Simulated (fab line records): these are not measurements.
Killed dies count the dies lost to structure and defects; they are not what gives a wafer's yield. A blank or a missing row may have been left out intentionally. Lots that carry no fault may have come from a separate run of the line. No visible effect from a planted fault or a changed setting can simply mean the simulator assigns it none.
fab line records	flow n5Finfet
[record] lots = 5	wafers = 15	lastDay = 17
route steps=1938 shown STI_FIN_REVEAL@203 DUMMY_GATE@212 SDB@375 PASSIVATION@1936
lots that met no fault: from a run of the same line without faults
startH: hours from the record's first day to the start of the lot's first wafer shown	waitH: hours since the lot's step before	" as in the row above	L1.1+2: a row that stands for several wafers	- no value, or no start was given	* or withheld: withheld	< > ~ a bound
route shown NAME@n: a module of which the file shows steps, and the number in the route of the first	usual: mean and standard deviation over wafers with no fault	same: alike in all rows	chamber/n: place in a boat	sites: the reading at each site	_std_site: the values' standard deviation	_edge_site: mean of outer sites minus mean of inner sites	radiusMm: for every site, how far away it sits from the centre of the wafer	mask NAME#n: copy n	behind: tool/chamber where the wafer was last shaped	hold: why the lot went on hold/how many hours it stayed there/how the hold came to an end	device: the transistor (n, p or np) that didn't switch	end of line: at the end of the route, the tests of the same wafers	a step without rows: its recipe alone	killed: dies lost to structure and defects at the first sort, not the wafer's yield	map: a wafer's dies, marking killed ones x, the rest . and places with no die _
set.NAME: the setting that was run; set.NAME@STEP: the one run at that earlier step	model.NAME: the simulator's own value behind a step, which no gauge read
a table for each step, a row for each wafer; lots at some steps of the route
services: the hour from which a tool's chamber was out of use, counted from the record's first day as startH (under 0 if before that day), plus the number of hours and why
[[steps]]
[step N5_STI_FIN_REVEAL_SRD_21]
[recipe] dry = ipaMarangoni	timeS = 30	tempC = 23	rinseLiquid = diw
[step N5_STI_FIN_REVEAL_OXIDATION_33]
[recipe] chemistry = O2_PLASMA_REMOTE	tempC = 150	timeS = 20	pressureMtorr = 1000	sourcePowerW = 2000	o2FlowSccm = 3000
[step N5_STI_FIN_REVEAL_CLEAN_19]
[recipe] chemistry = O3/DIW	tempC = 25	timeS = 120	o3Ppm = 10
[step N5_STI_FIN_REVEAL_SRD_23]
[recipe] dry = ipaMarangoni	timeS = 30	tempC = 23	rinseLiquid = diw
[step N5_STI_FIN_REVEAL_PRECLEAN_18]
[recipe] chemistry = SC2	timeS = 45	tempC = 35	mix = 1:1:50
[step N5_STI_FIN_REVEAL_SRD_28]
[recipe] dry = ipaMarangoni	timeS = 30	tempC = 23	rinseLiquid = diw
[step N5_DUMMY_GATE_PRECLEAN_00]
[recipe] chemistry = O3/DIW	timeS = 60	tempC = 22	o3Ppm = 10
[step N5_DUMMY_GATE_SRD_01]
[recipe] timeS = 30	tempC = 23	rinseLiquid = diw	dry = ipaMarangoni
[step N5_DUMMY_GATE_ALD_02]
[recipe] material = SiO2	targetThkA = 20	tempC = 300	aldPrecursorFamily = BDEAS	aldCoReactant = O2-plasma	pulseTimeS = 1	pressureTorr = 2
[step N5_DUMMY_GATE_CVD_03]
[recipe] material = a-Si	targetThkA = 1500	tempC = 530	precursor = SiH4	timeS = 8042
[usual] spikeTcBottomC = 555.5/1.4
lot.wafer	tool	chamber	startH	waitH	spikeTcBottomC
L749.1	lpcvd-01	1/65	61.00	0.1	556.6
L749.4	"	1/79	"	"	556.6
L749.6	"	1/89	"	"	556.6
L761.1	lpcvd-01	0/40	133.63	0.1	554.5
L761.2	"	0/45	"	"	554.5
L761.5	"	0/59	"	"	554.5
L764.2	lpcvd-01	0/45	152.83	0.1	554.9
L764.5	"	0/59	"	"	554.9
L764.6	"	0/64	"	"	554.9
L766.1	lpcvd-01	0/40	164.05	0.1	554.7
L766.4	"	0/54	"	"	554.7
L766.6	"	0/64	"	"	554.7
L768.1	lpcvd-02	1/15	176.45	0.1	555.0
L768.4	"	1/29	"	"	555.0
L768.5	"	1/34	"	"	555.0
[step N5_DUMMY_GATE_PRECLEAN_46]
[recipe] chemistry = DIW	timeS = 89.5	tempC = 23
[step N5_DUMMY_GATE_SRD_47]
[recipe] dryTimeS = 32	dry = n2Spin	spinRpm = 1500
[step N5_DUMMY_GATE_CMP_04]
[recipe] material = a-Si	postCmpClean = alkalineBrush
[step N5_DUMMY_GATE_THK_MEAS_05]
[usual] thkNm = 72.8/1.1
lot.wafer	tool	chamber	startH	waitH	thkNm
L749.1	filmMetro-01	-	64.97	0.2	70.8
L749.4	"	-	"	"	70.3
L749.6	"	-	"	"	72.0
L761.1	filmMetro-01	-	137.60	0.2	41.8
L761.2	"	-	"	"	39.3
L761.5	"	-	"	"	39.3
L764.2	filmMetro-02	-	156.80	0.1	43.5
L764.5	"	-	"	"	41.7
L764.6	"	-	"	"	42.6
L766.1	filmMetro-02	-	168.02	0.1	43.5
L766.4	"	-	"	"	43.3
L766.6	"	-	"	"	43.4
L768.1	filmMetro-02	-	180.43	0.1	73.4
L768.4	"	-	"	"	74.1
L768.5	"	-	"	"	73.7
[step N5_DUMMY_GATE_HM_DEP_06]
[recipe] material = SiNx	targetThkA = 800	precursor = DCS/NH3	tempC = 700	pressureMtorr = 300	timeS = 5141
[step N5_DUMMY_GATE_PECVD_30]
[recipe] material = SiO2	targetThkA = 550	tempC = 400	precursor = TEOS/O2	pressureTorr = 6.5	rfW = withheld	teosFlowSccm = withheld	gas = O2	flowSccm = 2650	timeS = 10.8
[step N5_DUMMY_GATE_COAT_34]
[recipe] resist = SOC	tempC = 250	timeS = 60	spinRpm = 1500	resistThkNm = 60
[step N5_DUMMY_GATE_COAT_35]
[recipe] resist = SiARC	tempC = 220	timeS = 60	spinRpm = 1500	resistThkNm = 10
[step N5_DUMMY_GATE_COAT_28]
[recipe] resist = underlayer	tempC = 205	timeS = 60	spinRpm = 1500	resistThkNm = 10
[step N5_DUMMY_GATE_COAT_09]
[recipe] resist = CAR-EUV	spinRpm = 1500	resistThkNm = 30
[step N5_DUMMY_GATE_EBR_11]
[recipe] solvent = PGMEA	ebrWidthMm = 1.5
[step N5_DUMMY_GATE_SOFTBAKE_10]
[recipe] tempC = 110	timeS = 60	resist = CAR-EUV
[step N5_DUMMY_GATE_EXPOSE_12]
[recipe] maskId = GATE	na = 0.33	sourceShape = annular	sigmaInner = 0.2	sigmaOuter = 0.6	polarization = unpolarized	targetCdNm = 25	doseMj = 34
[step N5_DUMMY_GATE_PEB_13]
[recipe] pebTempC = 100	pebTimeS = 60	resist = CAR-EUV
[step N5_DUMMY_GATE_DEVELOP_14]
[recipe] developTimeS = 30	developer = TMAH	resist = CAR-EUV	rinseLiquid = surfactantRinse	dry = airSpin	devTempC = 23
[step N5_DUMMY_GATE_DESCUM_20]
[recipe] chemistry = O2	timeS = 6.2	sourcePowerW = 50	biasPowerW = 20	pressureMtorr = 20	rfFrequencyHz = 2.712e+07	tempC = 40	resist = CAR-EUV	o2FlowSccm = 225
[step N5_DUMMY_GATE_ETCH_29]
[recipe] chemistry = N2/H2	target = underlayer	targetDepthA = 130	ionEnergyEv = 200	pressureMtorr = 30	sourceW = 840	biasW = 150	n2FlowSccm = 200	h2FlowSccm = 200
[step N5_DUMMY_GATE_ETCH_36]
[recipe] chemistry = CF4	target = SiARC	targetDepthA = 130	pressureMtorr = 40	sourceW = 545	biasW = 36	Ar_flow_sccm = 100	cf4FlowSccm = 100	ionEnergyEv = 80
[step N5_DUMMY_GATE_ETCH_37]
[recipe] chemistry = N2/H2	target = SOC	targetDepthA = 600	overetchA = 300	tempC = 40	ionEnergyEv = 200	pressureMtorr = 30	sourceW = 840	biasW = 150	n2FlowSccm = 200	h2FlowSccm = 200
[step N5_DUMMY_GATE_STRIP_38]
[recipe] chemistry = N2/H2	tempC = 40	n2FlowSccm = 200	h2FlowSccm = 200	rfFrequencyHz = 6e+07
[step N5_DUMMY_GATE_STRIP_39]
[recipe] chemistry = N2/H2	tempC = 40	n2FlowSccm = 200	h2FlowSccm = 200	rfFrequencyHz = 6e+07
[step N5_DUMMY_GATE_TRIM_49]
[recipe] chemistry = O2	resist = SOC	timeS = 29	targetCdNm = 14	sourcePowerW = 300	biasPowerW = 0	O2_flow_sccm = 100	tempC = 20
[step N5_DUMMY_GATE_STRIP_40]
[recipe] chemistry = CF4	resist = SiARC	powerW = 300	biasPowerW = 75	pressureMtorr = 50	cf4FlowSccm = 150	rfFrequencyHz = 6e+07
[step N5_DUMMY_GATE_ETCH_31]
[recipe] chemistry = C4F6/O2	target = SiO2	maskMaterial = SOC	targetDepthA = 825	timeS = 27.5	ionEnergyEv = 250	pressureMtorr = 30	sourceW = 345	biasW = 185	Ar_flow_sccm = 300	C4F6_flow_sccm = 10	O2_flow_sccm = 10
[step N5_DUMMY_GATE_STRIP_41]
[recipe] chemistry = O2	powerW = 400	tempC = 40	pressureMtorr = 30	rfFrequencyHz = 6e+07	biasPowerW = 0	overashFraction = 0.3	o2FlowSccm = 225
[step N5_DUMMY_GATE_ETCH_44]
[recipe] chemistry = HBr/O2	overEtchFrac = 0.7	targetDepthA = 1275	stopOn = SiO2	ionEnergyEv = 60	biasW = 20	target = poly-Si	maskMaterial = SiO2	pressureMtorr = 20	icpW = 400	HBr_flow_sccm = 120	O2_flow_sccm = 10
[usual] biasW = 19.99/0.061	drypumpMotorCurrentA = 5.6/0.42	oesProductAu = 0.736/0.012	throttleValvePct = 18.59/0.2
lot.wafer	tool	chamber	startH	waitH	biasW	drypumpMotorCurrentA	oesProductAu	rfHoursCounterH	throttleValvePct
L749.1	rieSi-01	2	70.30	0.0	20.02	5.7	0.730	161	18.83
L749.4	"	3	"	"	20.00	5.8	0.719	181	18.94
L749.6	"	3	"	"	20.07	5.8	0.731	-	18.94
L761.1	rieSi-05	1	142.94	0.0	19.97	6.4	0.591	4	18.56
L761.2	"	0	"	"	20.03	5.6	0.579	110	18.66
L761.5	"	2	"	"	20.00	5.0	0.593	-	18.59
L764.2	rieSi-05	3	162.00	0.0	19.92	6.1	0.596	18	18.55
L764.5	"	3	"	"	20.00	6.1	0.600	-	18.56
L764.6	"	0	"	"	19.97	5.6	0.588	-	18.67
L766.1	rieSi-01	0	173.22	0.0	19.99	5.3	0.613	45	18.44
L766.4	"	3	"	"	19.90	5.8	0.590	183	18.92
L766.6	"	1	"	"	19.89	5.1	0.584	-	18.54
L768.1	rieSi-03	1	186.02	0.0	20.03	5.4	0.717	2	18.18
L768.4	"	3	"	"	19.99	5.7	0.753	137	18.23
L768.5	"	3	"	"	19.98	5.7	0.749	-	18.23
[step N5_SDB_THK_MEAS_31]
[recipe] reads = a-Si_of_DUMMY_GATE_CVD_03
[usual] SDB_THK = 65.1/1.1
lot.wafer	tool	chamber	startH	waitH	SDB_THK[nm]
L749.1	filmMetro-02	-	96.30	-	63.0
L749.4	"	-	"	"	62.5
L749.6	"	-	"	"	64.2
L761.1	filmMetro-01	-	168.27	-	35.2
L761.2	"	-	"	"	34.7
L761.5	"	-	"	"	34.3
L766.1	filmMetro-01	-	197.42	-	36.6
L766.4	"	-	"	"	36.6
L766.6	"	-	"	"	36.9
L768.1	filmMetro-02	-	209.69	-	65.6
L768.4	"	-	"	"	66.4
L768.5	"	-	"	"	65.9
[step N5_PASSIVATION_PROBE_49]
[usual] killed_at_M0_to_M3 = 32/9.7	killed_at_M4_up = 14/5.3	killedAtContacts = 11/6	killedAtFrontEnd = 39/14	killedAtOther = 3.3/2.7	killedDies = 100/17	killedOnRim = 14/4	killedOpen = 66/13	killedShort = 32/7.4
[same] grossDies = 1180	killedAtBackSide = 0
lot.wafer	tool	chamber	startH	waitH	killed_at_M0_to_M3	killed_at_M4_up	killedAtContacts	killedAtFrontEnd	killedAtOther	killedDies	killedOnRim	killedOpen	killedShort
L761.1	prober-02	-	367.85	0.0	28	3	5	336	1	373	152	44	20
L761.2	prober-02	-	367.90	0.1	39	9	28	364	6	446	152	96	36
L761.5	prober-02	-	368.05	0.2	19	7	14	348	8	396	152	62	17
L766.1	prober-02	-	392.28	0.0	57	10	11	348	2	428	152	85	38
L766.4	prober-02	-	392.43	0.2	46	18	9	367	1	441	151	86	58
L766.6	prober-02	-	392.53	0.3	51	12	3	372	3	441	152	84	52
// killed by level:class
L761.1 DUMMY_GATE:areaCvd=307 BEOL_M2:geometricParticle:open=9 GATE_CUT:geometricParticle:open=5 MOL_CONTACT_COAG:geometricParticle:open=5 BEOL_M0_SAQP:geometricParticle:short=5 BEOL_M3:geometricParticle:open=5 FIN_SAQP:geometricParticle:short=4 GATE_CUT:geometricParticle:short=4
L761.2 DUMMY_GATE:areaCvd=314 MOL_CONTACT_COAG:geometricParticle:open=24 FIN_SAQP:geometricParticle:open=17 STI_FIN_REVEAL:geometricParticle:open=10 BEOL_M3:geometricParticle:open=9 BEOL_M0_SAQP:geometricParticle:short=7 BEOL_M0_SAQP:geometricParticle:open=6 BEOL_M2:geometricParticle:open=6
L761.5 DUMMY_GATE:areaCvd=316 MOL_CONTACT_COAG:geometricParticle:open=13 DUMMY_GATE:geometricParticle:open=9 FIN_SAQP:geometricParticle:open=6 BEOL_M0:geometricParticle:open=6 STI_FIN_REVEAL:geometricParticle:open=5 PASS1_DEP:geometricParticle:open=5 BEOL_M4:geometricParticle:open=3
L766.1 DUMMY_GATE:areaCvd=300 FIN_SAQP:geometricParticle:open=20 BEOL_M0_SAQP:geometricParticle:open=17 BEOL_M0_SAQP:geometricParticle:short=16 BEOL_M3:geometricParticle:open=14 MOL_CONTACT_COAG:geometricParticle:open=8 FIN_SAQP:geometricParticle:short=6 STI_FIN_REVEAL:geometricParticle:open=4
L766.4 DUMMY_GATE:areaCvd=296 FIN_SAQP:geometricParticle:open=27 FIN_SAQP:geometricParticle:short=16 BEOL_M0_SAQP:geometricParticle:short=14 BEOL_M0_SAQP:geometricParticle:open=12 GATE_CUT:geometricParticle:short=9 STI_FIN_REVEAL:geometricParticle:open=7 BEOL_M2:geometricParticle:open=7
L766.6 DUMMY_GATE:areaCvd=305 FIN_SAQP:geometricParticle:open=18 BEOL_M0_SAQP:geometricParticle:short=17 BEOL_M0_SAQP:geometricParticle:open=13 FIN_SAQP:geometricParticle:short=11 STI_FIN_REVEAL:geometricParticle:open=11 BEOL_M1:geometricParticle:open=8 DUMMY_GATE:geometricParticle:open=5
// map L761.2 (x killed, . not)
_________________xxxxxxxxxxxx________________
______________xxxxxxxxxxxxxxxxxx_____________
___________xxxx.xxxxxxx.xxxxxxxxxxx__________
__________xxxxxxxx..........xx.xxxxx_________
________xxxxxxxx.x.....x.x.x.x..xxxxxx_______
_______xxxxxx.........x....x...x.xxxxxx______
______xxxx...x........x.......x.....xxxx_____
_____xxxxx..x........x.....x..x.....xxxxx____
____xx..x.x..........................xxxxx___
___xxxxx...x......x.....x..x....x..x.xx.xxx__
___xxx.x..........x..x......x..........xxxx__
__xxx.....x...........................xxxxxx_
__xxxx.....x.............x.x............x.xx_
_xxx.x.....x.....................x........xxx
_xxx...........x.......x..xx...........x.xxxx
_xxxx...........x..xx......x...........x..xxx
_xxx.x.........................x..........xxx
_xxxxx..........x.......................xxxxx
_xxxxx.......x..xx.x..........x.......x..xxxx
_xxxx...x.x............x............x..xxxxxx
_xxxx............x...........x...........xxxx
__xxx.........x........................xx.xx_
__xxxx..............................x...xxxx_
___xxx.x................x.......x....x.xxxx__
___xxxxxx......x.....x.........x.x.....xxxx__
____xxx............x....x.......x.x.xx.xxx___
_____xxxx..........x..x...x.......xxx.xxx____
______xxx................xx.......xxxxxx_____
_______xxxxx...x...x.......x.....x.xxxx______
________xxxxxxx.............x..x.xxxxx_______
__________xxxxxx....x..x....x.xxxxxx_________
___________xxxxxxxx.xxxxxxxxxxxxxxx__________
______________xxxxxxxxxxxxxxxxxx_____________
_________________xxxxxxxxxxxx________________
// map L766.4 (x killed, . not)
_________________xxxxxxxxxxxx________________
______________xxxxxxxxxxxxxxxxxx_____________
___________xxxxxxx...xx.x.xxxxxxxxx__________
__________xxxxxxx.x......x.xx.x..xxx_________
________xxxx..x...x..x........x..xxxxx_______
_______xxxxxx........x.....x...x.xxxxxx______
______xxx.....xxx....x.....x.......xxxxx_____
_____xxxx..x.........x...............xxxx____
____xxxxxx......x.........x...x.......xxxx___
___xxxx.xx....x...................x...xxxxx__
___xxx.......................x..........xxx__
__xxxxxx.x...x..x....x..x................xxx_
__xxx..x........x.....x..................xxx_
_xxx.x..xx.x.....x...x................x..xxxx
_xxx.....................x.....x.........xxxx
_xxxx...x.............x.x.........x.....xxxxx
_xxxxx......xx...x........x.......x.x...x..xx
_xxxx........x.x..x......................x.xx
_xxxx.....x....x......x.....x............xxxx
_xxxx.....x......x...............x...x..xxxxx
_xx.x.....x.x.xx.x.....x..x.x.........x..xxxx
__xxx.........xx.........................xxx_
__xxxx....x....x...........x...x........xxxx_
___xxxx..........x.x..x....x..x........x.xx__
___xxxxxx........x...x..........x..x...xxxx__
____xxxx........x..................x..xxxx___
_____xxxxxx......x...................xxxx____
______xxxxx.x...x..................xxxxx_____
_______xxxxxx.......xx....x...x.x.xxxxx______
________xxxx.x..........xx.x.x...xxxxx_______
__________xxxxx...xx.........x.xxxxx_________
___________xxxxxx.x.xx.x..xx.xx.xxx__________
______________xxxxxxxxxxxxxxxxxx_____________
_________________xxxxxxxxxxxx________________
[[services]]
tool	chamber	startH	hours	kind
rieSi-03	0	63.89	4.9	repair
lpcvd-02	-	86.17	6.0	pm
lpcvd-01	-	96.21	4.3	pm
rieSi-03	1	150.75	21.8	repair
[[key]]
[firstSign] step = N5_DUMMY_GATE_THK_MEAS_05	reading = thkNm	direction = down	sigmas = 27	usual = *	struck = *
[effect] step = N5_DUMMY_GATE_ETCH_44	reading = oesProductAu	direction = down	sigmas = 11	usual = 0.736	struck = 0.593
[effect] step = N5_SDB_THK_MEAS_31	reading = SDB_THK	direction = down	sigmas = 26	usual = 65.1	struck = 35.7
[effect] step = N5_PASSIVATION_PROBE_49	reading = killedAtFrontEnd	direction = up	sigmas = 23	usual = 39	struck = 356
[moreKillsBornAt] N5_DUMMY_GATE_CVD_03@lpcvd-01 = 1838
metAt N5_DUMMY_GATE_CVD_03
struckWafers L761.1,L761.2,L761.5,L764.2,L764.5,L764.6,L766.1,L766.4,L766.6
rowsEnd L764.2,L764.5,L764.6
testerLeftOut L761,L766
[fault] kind = siteProfileDrift	tool = lpcvd-01	chamber = 0	onsetH = 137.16	steps = N5_DUMMY_GATE_CVD_03	basis = fraction	maxAbsDrift = 0.4529	slopeSharePerHr = 100.65	sitePattern = 0,0,0,0,0,-1,-1,-1,-1
// testerLeftOut: of these lots the tester's yield and bins aren't shown, on N5 and GAA mostly nor the transistor test; their killed dies are dies lost to structure and defects alone, not to doping, threshold or leakage, so they don't give the yield
// rowsEnd: these wafers met a further fault down the route, and their rows from its step on are left out
